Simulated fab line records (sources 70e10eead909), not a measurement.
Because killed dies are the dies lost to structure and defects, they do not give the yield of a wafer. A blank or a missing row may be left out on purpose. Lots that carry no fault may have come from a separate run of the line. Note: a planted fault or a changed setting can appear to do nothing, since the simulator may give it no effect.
Chamber matching | flow nand harc | NHARC_A_ONON_D2_DEP_33 on pecvd-03 has 3 sister chambers
The step deposits SiO2, target thk 200 nm. 3 wafers are shown with their chamber, then 7 later ones without.

WAFERS WITH THEIR CHAMBER
wafer  | chamber | heater power w (W)
L459.4 | 1       | 483
L466.2 | 2       | 572
L466.3 | 0       | 436

WAFERS WHOSE CHAMBER IS MISSING
wafer  | heater power w (W)
L466.6 | 442
L468.4 | 642
L468.5 | 497
L468.6 | 419
L470.1 | 630
L470.3 | 558
L470.4 | 472

WHICH CHAMBER EACH WENT THROUGH
wafer  | from the rows above          | in truth
L466.6 | can't be placed: 0 or 1      | 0
L468.4 | 2                            | 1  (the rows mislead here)
L468.5 | can't be placed: 1 or 0 or 2 | 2
L468.6 | can't be placed: 0 or 1      | 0
L470.1 | 2                            | 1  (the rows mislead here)
L470.3 | can't be placed: 2 or 1      | 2
L470.4 | can't be placed: 1 or 0      | 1
0 of 7 placed correctly. Not placeable from these rows: 5 (in 5, the candidates include the true chamber). Number placed wrongly: 2.
How it was worked out, from the rows above alone: a wafer's distance from a chamber is the root of the sum, over the readings, of the square of ((its reading less the chamber's mean) divided by the reading's scatter). The wafer belongs to the nearest chamber; if the next one is less than 2 further off, it can't be placed. For every chamber, the mean is computed from those of its wafers that are shown. The scatter: root of mean squared gap, hidden wafer to nearest shown wafer, with one shown wafer a chamber.
